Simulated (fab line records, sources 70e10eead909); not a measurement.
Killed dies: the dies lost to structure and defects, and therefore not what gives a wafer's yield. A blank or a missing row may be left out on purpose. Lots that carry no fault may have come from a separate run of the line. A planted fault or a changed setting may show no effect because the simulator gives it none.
fab line records / flow nand-harc
record: lots: 7 wafers: 18 last-day: 24
route steps=1159 shown A_WL_FILL@817
lots that met no fault: from a run of the same line without faults
start-h: start of the lot's first displayed wafer, in hours after the record's first day / wait-h: hours since the lot's step before / " repeats the value in the row above / L1.1+2: a row that stands for several wafers / - value missing, or start not given / * or withheld: withheld / < > ~ a bound
route shown NAME@n: a module of which the file shows steps, and the number in the route of the first / usual: mean/standard deviation of fault-free wafers / same: alike in all rows / chamber/n: place in a boat / sites: per-site readings / _std_site: the standard deviation of these / _edge_site: the outer-site mean with the inner-site mean subtracted / radius-mm: for every site, how far away it sits from the centre of the wafer / mask NAME#n: copy n / behind: the most recent tool/chamber to have shaped the wafer / hold: what put the lot on hold/how long, in hours/how the hold closed / device: whichever transistor did not switch (one of n, p or np) / end of line: tests run on the same wafers once the route is complete / for a step that has no rows: nothing shown but its recipe / killed: count of dies lost to structure and defects at first sort (not the wafer's yield) / map: a wafer's dies, x killed, . not, _ none there
set.NAME: the run value of the setting; set.NAME@STEP: its run value at that earlier step / model.NAME: the simulator's own value behind a step, which no gauge read
lots at selected steps of the route; one table per step, one row per wafer
services: when a tool's chamber went out of use (start-h, in hours from the record's first day, below 0 if earlier), for how many hours, and the reason
== steps ==
step: NHARC_A_WL_FILL_STRIP_28
recipe: time-s: 1200 temp-c: 72.5 chemistry: post-etch-residue-remover
step: NHARC_A_WL_FILL_PRECLEAN_06
recipe: time-s: 300 chemistry: DIW
step: NHARC_A_WL_FILL_SRD_07
step: NHARC_A_WL_FILL_ANNEAL_08
recipe: temp-c: 450 time-s: 1800
step: NHARC_A_WL_FILL_ALD_10
recipe: target-thk-a: 500 pulse-time-s: 10 ald-cycles: 500 temp-c: 300 material: SiO2
usual: heater-power-w: 471/56 precursor-pulse-height-rel: 1.000/0.019
lot.wafer=L364.1 tool=ald-hk-04 chamber=1 start-h=351.88 wait-h=0.6 heater-power-w=509 precursor-pulse-height-rel=0.982
lot.wafer=L364.4 tool=ald-hk-04 chamber=2 start-h=351.88 wait-h=0.6 heater-power-w=595 precursor-pulse-height-rel=0.978
lot.wafer=L364.3 tool=ald-hk-04 chamber=3 start-h=351.88 wait-h=0.6 heater-power-w=444 precursor-pulse-height-rel=1.006
lot.wafer=L367.4 tool=ald-hk-02 chamber=2 start-h=362.13 wait-h=0.0 heater-power-w=458 precursor-pulse-height-rel=0.988
lot.wafer=L367.1 tool=ald-hk-02 chamber=3 start-h=362.13 wait-h=0.0 heater-power-w=487 precursor-pulse-height-rel=1.008
lot.wafer=L367.5 tool=ald-hk-02 chamber=3 start-h=364.72 wait-h=2.6 heater-power-w=511 precursor-pulse-height-rel=1.035
lot.wafer=L372.4 tool=ald-hk-03 chamber=1 start-h=419.03 wait-h=0.6 heater-power-w=404 precursor-pulse-height-rel=1.022
lot.wafer=L372.1 tool=ald-hk-03 chamber=2 start-h=419.03 wait-h=0.6 heater-power-w=461 precursor-pulse-height-rel=0.994
lot.wafer=L373.4 tool=ald-hk-02 chamber=2 start-h=426.15 wait-h=0.0 heater-power-w=464 precursor-pulse-height-rel=1.028
lot.wafer=L373.2 tool=ald-hk-02 chamber=1 start-h=427.71 wait-h=1.6 heater-power-w=400 precursor-pulse-height-rel=0.993
lot.wafer=L378.3 tool=ald-hk-04 chamber=0 start-h=432.86 wait-h=0.6 heater-power-w=425 precursor-pulse-height-rel=0.997
lot.wafer=L378.4 tool=ald-hk-04 chamber=2 start-h=433.89 wait-h=1.6 heater-power-w=599 precursor-pulse-height-rel=1.008
lot.wafer=L383.1 tool=ald-hk-03 chamber=2 start-h=464.59 wait-h=0.1 heater-power-w=463 precursor-pulse-height-rel=1.012
lot.wafer=L383.4 tool=ald-hk-03 chamber=0 start-h=465.63 wait-h=1.1 heater-power-w=424 precursor-pulse-height-rel=1.013
lot.wafer=L383.6 tool=ald-hk-03 chamber=3 start-h=467.19 wait-h=2.6 heater-power-w=520 precursor-pulse-height-rel=0.987
lot.wafer=L382.3 tool=ald-hk-03 chamber=0 start-h=473.46 wait-h=0.6 heater-power-w=404 precursor-pulse-height-rel=1.012
lot.wafer=L382.2 tool=ald-hk-03 chamber=1 start-h=473.46 wait-h=0.6 heater-power-w=415 precursor-pulse-height-rel=1.009
lot.wafer=L382.6 tool=ald-hk-03 chamber=3 start-h=475.00 wait-h=2.1 heater-power-w=514 precursor-pulse-height-rel=1.000
step: NHARC_A_WL_FILL_ETCHBACK_16
recipe: target-depth-a: 880 time-s: 17.6 c4f8-flow-sccm: withheld o2-flow-sccm: 8 ar-flow-sccm: withheld rf-w: 600 bias-w: 800 chemistry: C4F8/O2/Ar
usual: oes-product-au: 0.989/0.029 rf-vpp-V: 724/4.2 run-length-s: 39.0/0.54
lot.wafer=L364.4 tool=rie-diel-12 chamber=3 start-h=- wait-h=- oes-product-au=1.020 rf-hours-counter-h=3.5 rf-vpp-V=729 run-length-s=39.0
lot.wafer=L364.3 tool=rie-diel-12 chamber=0 start-h=- wait-h=- oes-product-au=0.990 rf-hours-counter-h=3.5 rf-vpp-V=731 run-length-s=39.3
lot.wafer=L364.1 tool=rie-diel-12 chamber=2 start-h=- wait-h=- oes-product-au=0.956 rf-hours-counter-h=3.1 rf-vpp-V=723 run-length-s=39.3
lot.wafer=L367.4 tool=rie-diel-10 chamber=0 start-h=- wait-h=- oes-product-au=0.990 rf-hours-counter-h=0 rf-vpp-V=723 run-length-s=39.3
lot.wafer=L367.1 tool=rie-diel-10 chamber=1 start-h=- wait-h=- oes-product-au=0.983 rf-hours-counter-h=0 rf-vpp-V=721 run-length-s=38.5
lot.wafer=L367.5 tool=rie-diel-10 chamber=0 start-h=- wait-h=- oes-product-au=0.990 rf-hours-counter-h=- rf-vpp-V=724 run-length-s=39.3
lot.wafer=L372.4 tool=rie-diel-10 chamber=3 start-h=- wait-h=- oes-product-au=0.998 rf-hours-counter-h=2.1 rf-vpp-V=728 run-length-s=38.9
lot.wafer=L372.1 tool=rie-diel-10 chamber=2 start-h=- wait-h=- oes-product-au=0.999 rf-hours-counter-h=1.9 rf-vpp-V=717 run-length-s=38.8
lot.wafer=L373.4 tool=rie-diel-12 chamber=0 start-h=- wait-h=- oes-product-au=1.001 rf-hours-counter-h=1.2 rf-vpp-V=729 run-length-s=39.4
lot.wafer=L373.2 tool=rie-diel-12 chamber=1 start-h=- wait-h=- oes-product-au=1.003 rf-hours-counter-h=1.3 rf-vpp-V=720 run-length-s=39.4
lot.wafer=L378.3 tool=rie-diel-06 chamber=1 start-h=- wait-h=- oes-product-au=1.003 rf-hours-counter-h=0.2 rf-vpp-V=722 run-length-s=38.0
lot.wafer=L378.4 tool=rie-diel-06 chamber=3 start-h=- wait-h=- oes-product-au=1.003 rf-hours-counter-h=0.2 rf-vpp-V=723 run-length-s=38.4
lot.wafer=L383.1 tool=rie-diel-10 chamber=3 start-h=- wait-h=- oes-product-au=0.986 rf-hours-counter-h=3.3 rf-vpp-V=728 run-length-s=38.8
lot.wafer=L383.6 tool=rie-diel-10 chamber=2 start-h=- wait-h=- oes-product-au=0.988 rf-hours-counter-h=- rf-vpp-V=718 run-length-s=38.5
lot.wafer=L383.4 tool=rie-diel-10 chamber=3 start-h=- wait-h=- oes-product-au=0.992 rf-hours-counter-h=- rf-vpp-V=726 run-length-s=38.6
lot.wafer=L382.3 tool=rie-diel-10 chamber=2 start-h=- wait-h=- oes-product-au=0.994 rf-hours-counter-h=3.7 rf-vpp-V=716 run-length-s=39.0
lot.wafer=L382.2 tool=rie-diel-10 chamber=0 start-h=- wait-h=- oes-product-au=0.992 rf-hours-counter-h=3.9 rf-vpp-V=724 run-length-s=38.9
lot.wafer=L382.6 tool=rie-diel-10 chamber=0 start-h=- wait-h=- oes-product-au=0.997 rf-hours-counter-h=- rf-vpp-V=724 run-length-s=38.8
step: NHARC_A_WL_FILL_STRIP_29
recipe: time-s: 20 o2-flow-sccm: 500 ar-flow-sccm: 0 bias-w: 0 chemistry: O2
usual: drypump-motor-current-A: 5.6/0.33 oes-product-au: 1.001/0.012 rf-vpp-V: 57.7/0.86 showerhead-plenum-p-Torr: 3.55/0.14 throttle-valve-pct: 17.037/0.0083
lot.wafer=L364.1 tool=rie-diel-12 chamber=0 start-h=356.08 wait-h=0.1 drypump-motor-current-A=6.4 oes-product-au=0.983 rf-hours-counter-h=3.5 rf-vpp-V=58.6 showerhead-plenum-p-Torr=3.76 throttle-valve-pct=17.034
lot.wafer=L364.4 tool=rie-diel-12 chamber=1 start-h=356.08 wait-h=0.1 drypump-motor-current-A=6.1 oes-product-au=1.014 rf-hours-counter-h=3.5 rf-vpp-V=57.7 showerhead-plenum-p-Torr=3.41 throttle-valve-pct=17.046
lot.wafer=L364.3 tool=rie-diel-12 chamber=2 start-h=356.08 wait-h=0.1 drypump-motor-current-A=5.4 oes-product-au=0.979 rf-hours-counter-h=3.1 rf-vpp-V=57.8 showerhead-plenum-p-Torr=3.53 throttle-valve-pct=17.051
lot.wafer=L367.1 tool=rie-diel-10 chamber=2 start-h=366.88 wait-h=0.1 drypump-motor-current-A=5.6 oes-product-au=0.994 rf-hours-counter-h=0.0 rf-vpp-V=55.9 showerhead-plenum-p-Torr=3.31 throttle-valve-pct=17.032
lot.wafer=L367.4 tool=rie-diel-10 chamber=3 start-h=366.88 wait-h=0.1 drypump-motor-current-A=5.4 oes-product-au=1.010 rf-hours-counter-h=0.0 rf-vpp-V=58.5 showerhead-plenum-p-Torr=3.68 throttle-valve-pct=17.035
lot.wafer=L367.5 tool=rie-diel-10 chamber=3 start-h=366.88 wait-h=0.1 drypump-motor-current-A=5.5 oes-product-au=1.024 rf-hours-counter-h=- rf-vpp-V=57.8 showerhead-plenum-p-Torr=3.68 throttle-valve-pct=17.044
lot.wafer=L372.1 tool=rie-diel-10 chamber=0 start-h=423.22 wait-h=0.1 drypump-motor-current-A=5.9 oes-product-au=1.002 rf-hours-counter-h=2.2 rf-vpp-V=56.8 showerhead-plenum-p-Torr=3.55 throttle-valve-pct=17.039
lot.wafer=L372.4 tool=rie-diel-10 chamber=1 start-h=423.22 wait-h=0.1 drypump-motor-current-A=5.2 oes-product-au=1.007 rf-hours-counter-h=1.9 rf-vpp-V=57.2 showerhead-plenum-p-Torr=3.38 throttle-valve-pct=17.035
lot.wafer=L373.4 tool=rie-diel-12 chamber=2 start-h=430.92 wait-h=0.1 drypump-motor-current-A=5.4 oes-product-au=0.981 rf-hours-counter-h=1.4 rf-vpp-V=57.2 showerhead-plenum-p-Torr=3.53 throttle-valve-pct=17.032
lot.wafer=L373.2 tool=rie-diel-12 chamber=3 start-h=430.92 wait-h=0.1 drypump-motor-current-A=5.4 oes-product-au=1.007 rf-hours-counter-h=1.4 rf-vpp-V=58.6 showerhead-plenum-p-Torr=3.72 throttle-valve-pct=17.040
lot.wafer=L378.4 tool=rie-diel-06 chamber=3 start-h=437.09 wait-h=0.1 drypump-motor-current-A=5.7 oes-product-au=1.022 rf-hours-counter-h=0.2 rf-vpp-V=57.5 showerhead-plenum-p-Torr=3.51 throttle-valve-pct=17.052
lot.wafer=L378.3 tool=rie-diel-06 chamber=2 start-h=437.09 wait-h=0.1 drypump-motor-current-A=5.2 oes-product-au=1.003 rf-hours-counter-h=0.2 rf-vpp-V=58.0 showerhead-plenum-p-Torr=3.69 throttle-valve-pct=17.042
lot.wafer=L383.1 tool=rie-diel-10 chamber=2 start-h=469.37 wait-h=0.1 drypump-motor-current-A=5.6 oes-product-au=0.998 rf-hours-counter-h=3.2 rf-vpp-V=56.2 showerhead-plenum-p-Torr=3.31 throttle-valve-pct=17.032
lot.wafer=L383.6 tool=rie-diel-10 chamber=2 start-h=469.37 wait-h=0.1 drypump-motor-current-A=5.6 oes-product-au=0.988 rf-hours-counter-h=- rf-vpp-V=58.0 showerhead-plenum-p-Torr=3.30 throttle-valve-pct=17.034
lot.wafer=L383.4 tool=rie-diel-10 chamber=3 start-h=469.37 wait-h=0.1 drypump-motor-current-A=5.5 oes-product-au=0.993 rf-hours-counter-h=- rf-vpp-V=57.4 showerhead-plenum-p-Torr=3.68 throttle-valve-pct=17.044
lot.wafer=L382.2 tool=rie-diel-10 chamber=0 start-h=477.70 wait-h=0.1 drypump-motor-current-A=5.9 oes-product-au=0.996 rf-hours-counter-h=3.9 rf-vpp-V=58.3 showerhead-plenum-p-Torr=3.55 throttle-valve-pct=17.029
lot.wafer=L382.3 tool=rie-diel-10 chamber=2 start-h=477.70 wait-h=0.1 drypump-motor-current-A=5.6 oes-product-au=0.993 rf-hours-counter-h=3.7 rf-vpp-V=57.2 showerhead-plenum-p-Torr=3.30 throttle-valve-pct=17.026
lot.wafer=L382.6 tool=rie-diel-10 chamber=0 start-h=477.70 wait-h=0.1 drypump-motor-current-A=5.9 oes-product-au=0.991 rf-hours-counter-h=- rf-vpp-V=56.7 showerhead-plenum-p-Torr=3.55 throttle-valve-pct=17.036
step: NHARC_A_WL_FILL_ETCHBACK_17
recipe: target-depth-a: 40 time-s: 26.7 chemistry: Cl2/BCl3
usual: drypump-motor-current-A: 5.6/0.47 oes-product-au: 0.987/0.0081 run-length-s: 47.6/0.33
lot.wafer=L364.1 tool=rie-metal-03 chamber=1 start-h=356.17 wait-h=- drypump-motor-current-A=5.6 oes-product-au=0.994 rf-hours-counter-h=2.1 run-length-s=47.8
lot.wafer=L364.4 tool=rie-metal-03 chamber=1 start-h=356.17 wait-h=- drypump-motor-current-A=5.6 oes-product-au=0.988 rf-hours-counter-h=- run-length-s=47.7
lot.wafer=L364.3 tool=rie-metal-03 chamber=0 start-h=356.17 wait-h=- drypump-motor-current-A=5.0 oes-product-au=0.993 rf-hours-counter-h=- run-length-s=47.2
lot.wafer=L367.1 tool=rie-metal-02 chamber=1 start-h=366.97 wait-h=- drypump-motor-current-A=5.8 oes-product-au=0.995 rf-hours-counter-h=4.7 run-length-s=47.7
lot.wafer=L367.4 tool=rie-metal-02 chamber=0 start-h=366.97 wait-h=- drypump-motor-current-A=6.3 oes-product-au=0.992 rf-hours-counter-h=- run-length-s=47.5
lot.wafer=L367.5 tool=rie-metal-02 chamber=0 start-h=366.97 wait-h=- drypump-motor-current-A=6.3 oes-product-au=0.988 rf-hours-counter-h=- run-length-s=47.7
lot.wafer=L372.1 tool=rie-metal-03 chamber=0 start-h=423.30 wait-h=- drypump-motor-current-A=5.0 oes-product-au=0.992 rf-hours-counter-h=4.5 run-length-s=47.6
lot.wafer=L372.4 tool=rie-metal-03 chamber=0 start-h=423.30 wait-h=- drypump-motor-current-A=5.0 oes-product-au=0.991 rf-hours-counter-h=- run-length-s=47.3
lot.wafer=L373.2 tool=rie-metal-02 chamber=1 start-h=431.03 wait-h=- drypump-motor-current-A=5.7 oes-product-au=0.987 rf-hours-counter-h=1.5 run-length-s=47.9
lot.wafer=L373.4 tool=rie-metal-02 chamber=1 start-h=431.03 wait-h=- drypump-motor-current-A=5.7 oes-product-au=0.977 rf-hours-counter-h=- run-length-s=47.9
lot.wafer=L378.3 tool=rie-metal-02 chamber=0 start-h=437.30 wait-h=- drypump-motor-current-A=6.3 oes-product-au=0.978 rf-hours-counter-h=- run-length-s=47.5
lot.wafer=L378.4 tool=rie-metal-02 chamber=1 start-h=437.30 wait-h=- drypump-motor-current-A=5.7 oes-product-au=0.992 rf-hours-counter-h=- run-length-s=47.7
lot.wafer=L383.1 tool=rie-metal-02 chamber=0 start-h=469.49 wait-h=- drypump-motor-current-A=6.3 oes-product-au=0.987 rf-hours-counter-h=3.1 run-length-s=47.5
lot.wafer=L383.4 tool=rie-metal-02 chamber=1 start-h=469.49 wait-h=- drypump-motor-current-A=5.8 oes-product-au=0.990 rf-hours-counter-h=- run-length-s=47.7
lot.wafer=L383.6 tool=rie-metal-02 chamber=0 start-h=469.49 wait-h=- drypump-motor-current-A=6.3 oes-product-au=0.987 rf-hours-counter-h=- run-length-s=47.9
lot.wafer=L382.2 tool=rie-metal-02 chamber=1 start-h=477.80 wait-h=- drypump-motor-current-A=5.8 oes-product-au=0.985 rf-hours-counter-h=3.2 run-length-s=47.9
lot.wafer=L382.3 tool=rie-metal-02 chamber=0 start-h=477.80 wait-h=- drypump-motor-current-A=6.2 oes-product-au=1.000 rf-hours-counter-h=- run-length-s=47.8
lot.wafer=L382.6 tool=rie-metal-02 chamber=1 start-h=477.80 wait-h=- drypump-motor-current-A=5.8 oes-product-au=0.990 rf-hours-counter-h=- run-length-s=47.7
step: NHARC_A_WL_FILL_PRECLEAN_18
recipe: time-s: 30 chemistry: dHF
step: NHARC_A_WL_FILL_SRD_21
step: NHARC_A_WL_FILL_CVD_23
recipe: target-thk-a: 400 temp-c: 620 pressure-mtorr: 200 time-s: 800 material: poly-Si
step: NHARC_A_WL_FILL_ETCHBACK_26
recipe: target-depth-a: 520 time-s: 13.3 hbr-flow-sccm: 150 rf-w: 350 icp-w: 350 bias-w: 60 chemistry: HBr
usual: drypump-motor-current-A: 5.68/0.26 oes-product-au: 1.000/0.015 run-length-s: 34.2/0.43 throttle-valve-pct: 23.266/0.0095
lot.wafer=L364.4 tool=rie-si-05 chamber=3 start-h=361.55 wait-h=0.4 drypump-motor-current-A=5.71 oes-product-au=1.013 rf-hours-counter-h=0.7 run-length-s=33.5 throttle-valve-pct=23.275
lot.wafer=L364.1 tool=rie-si-05 chamber=1 start-h=361.55 wait-h=0.4 drypump-motor-current-A=5.76 oes-product-au=0.960 rf-hours-counter-h=0.9 run-length-s=33.9 throttle-valve-pct=23.279
lot.wafer=L364.3 tool=rie-si-05 chamber=2 start-h=361.55 wait-h=0.4 drypump-motor-current-A=5.32 oes-product-au=1.000 rf-hours-counter-h=0.7 run-length-s=35.0 throttle-valve-pct=23.265
lot.wafer=L367.1 tool=rie-si-01 chamber=0 start-h=372.39 wait-h=0.4 drypump-motor-current-A=5.88 oes-product-au=0.999 rf-hours-counter-h=0.4 run-length-s=33.8 throttle-valve-pct=23.271
lot.wafer=L367.4 tool=rie-si-01 chamber=1 start-h=372.39 wait-h=0.4 drypump-motor-current-A=5.52 oes-product-au=0.979 rf-hours-counter-h=0.5 run-length-s=34.1 throttle-valve-pct=23.268
lot.wafer=L367.5 tool=rie-si-01 chamber=3 start-h=372.39 wait-h=0.4 drypump-motor-current-A=5.55 oes-product-au=0.995 rf-hours-counter-h=- run-length-s=34.1 throttle-valve-pct=23.261
lot.wafer=L372.4 tool=rie-si-05 chamber=0 start-h=428.60 wait-h=0.4 drypump-motor-current-A=5.30 oes-product-au=0.999 rf-hours-counter-h=0.1 run-length-s=31.0 throttle-valve-pct=23.277
lot.wafer=L372.1 tool=rie-si-05 chamber=3 start-h=428.60 wait-h=0.4 drypump-motor-current-A=5.74 oes-product-au=1.020 rf-hours-counter-h=0.0 run-length-s=33.5 throttle-valve-pct=23.260
lot.wafer=L373.2 tool=rie-si-05 chamber=1 start-h=436.39 wait-h=0.4 drypump-motor-current-A=5.77 oes-product-au=0.996 rf-hours-counter-h=0.1 run-length-s=33.8 throttle-valve-pct=23.262
lot.wafer=L373.4 tool=rie-si-05 chamber=3 start-h=436.39 wait-h=0.4 drypump-motor-current-A=5.73 oes-product-au=1.023 rf-hours-counter-h=0.1 run-length-s=30.9 throttle-valve-pct=23.267
lot.wafer=L378.4 tool=rie-si-05 chamber=2 start-h=442.19 wait-h=0.4 drypump-motor-current-A=5.30 oes-product-au=0.980 rf-hours-counter-h=0.1 run-length-s=31.1 throttle-valve-pct=23.279
lot.wafer=L378.3 tool=rie-si-05 chamber=3 start-h=442.19 wait-h=0.4 drypump-motor-current-A=5.78 oes-product-au=1.032 rf-hours-counter-h=0.1 run-length-s=30.3 throttle-valve-pct=23.265
lot.wafer=L383.4 tool=rie-si-01 chamber=3 start-h=474.66 wait-h=0.4 drypump-motor-current-A=5.55 oes-product-au=1.000 rf-hours-counter-h=1.1 run-length-s=33.6 throttle-valve-pct=23.266
lot.wafer=L383.1 tool=rie-si-01 chamber=2 start-h=474.66 wait-h=0.4 drypump-motor-current-A=5.88 oes-product-au=1.009 rf-hours-counter-h=1.1 run-length-s=34.6 throttle-valve-pct=23.266
lot.wafer=L383.6 tool=rie-si-01 chamber=0 start-h=474.66 wait-h=0.4 drypump-motor-current-A=5.92 oes-product-au=0.999 rf-hours-counter-h=- run-length-s=33.9 throttle-valve-pct=23.271
lot.wafer=L382.3 tool=rie-si-03 chamber=2 start-h=483.10 wait-h=0.4 drypump-motor-current-A=5.59 oes-product-au=0.988 rf-hours-counter-h=1.1 run-length-s=34.1 throttle-valve-pct=23.261
lot.wafer=L382.2 tool=rie-si-03 chamber=3 start-h=483.10 wait-h=0.4 drypump-motor-current-A=5.63 oes-product-au=1.000 rf-hours-counter-h=1.1 run-length-s=34.4 throttle-valve-pct=23.253
lot.wafer=L382.6 tool=rie-si-03 chamber=3 start-h=483.10 wait-h=0.4 drypump-motor-current-A=5.63 oes-product-au=0.993 rf-hours-counter-h=- run-length-s=34.5 throttle-valve-pct=23.282
step: NHARC_A_WL_FILL_PRECLEAN_30
recipe: time-s: 10 chemistry: dHF
== services ==
tool=rie-si-03 chamber=- start-h=332.00 hours=9.0 kind=pm
tool=rie-diel-10 chamber=0 start-h=332.68 hours=- kind=clean
tool=rie-diel-10 chamber=1 start-h=332.68 hours=- kind=clean
tool=rie-diel-10 chamber=2 start-h=332.68 hours=- kind=clean
tool=rie-diel-10 chamber=3 start-h=332.68 hours=- kind=clean
tool=rie-diel-12 chamber=2 start-h=337.18 hours=16.6 kind=repair
tool=rie-diel-10 chamber=- start-h=353.61 hours=9.0 kind=pm
tool=rie-diel-06 chamber=1 start-h=359.92 hours=15.2 kind=repair
tool=rie-diel-12 chamber=- start-h=379.42 hours=9.0 kind=pm
tool=rie-si-03 chamber=3 start-h=381.73 hours=6.6 kind=repair
tool=rie-diel-10 chamber=1 start-h=383.96 hours=9.9 kind=repair
tool=rie-metal-02 chamber=- start-h=388.00 hours=9.0 kind=pm
tool=rie-metal-03 chamber=1 start-h=414.50 hours=14.0 kind=repair
tool=rie-si-05 chamber=- start-h=416.00 hours=9.0 kind=pm
tool=rie-diel-06 chamber=- start-h=418.20 hours=9.0 kind=pm
tool=rie-diel-06 chamber=1 start-h=440.65 hours=8.8 kind=repair
tool=rie-metal-03 chamber=- start-h=453.00 hours=9.0 kind=pm
tool=rie-diel-10 chamber=1 start-h=459.01 hours=34.6 kind=repair
tool=ald-hk-02 chamber=- start-h=459.06 hours=10.0 kind=pm
tool=rie-diel-06 chamber=1 start-h=461.88 hours=3.2 kind=repair
tool=rie-diel-12 chamber=- start-h=463.42 hours=4.1 kind=repair
tool=rie-diel-06 chamber=2 start-h=463.57 hours=15.6 kind=repair
tool=rie-si-01 chamber=2 start-h=479.97 hours=1.6 kind=repair
tool=rie-si-01 chamber=- start-h=481.00 hours=9.0 kind=pm
== key ==
first-sign: step: NHARC_A_WL_FILL_ETCHBACK_26 reading: run-length-s direction: down sigmas: 7.9 usual: * struck: *
effect none on later readings
met-at NHARC_A_WL_FILL_ETCHBACK_26
struck-wafers L372.4,L373.4,L378.3,L378.4
sort-left-out L372.4,L373.4,L378.3,L378.4
tester-left-out L372,L373,L378
onset-between 361.55 428.60
fault: kind: process-parameter-drift tool: rie-si-05 chamber: - onset-h: 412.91 steps: NHARC_A_WL_FILL_ETCHBACK_26 channel: time-s offset: * shape: step end-h: 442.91 scope: struck-wafers-only acts-in: * stated: *
tester-left-out: of these lots the tester's yield and bins aren't shown, on N5 and GAA mostly nor the transistor test; their killed dies are dies lost to structure and defects alone, not to doping, threshold or leakage, so they don't give the yield
sort-left-out: the simulated sort isn't trusted on such a fault, so these wafers' sort isn't shown, and their yield isn't known
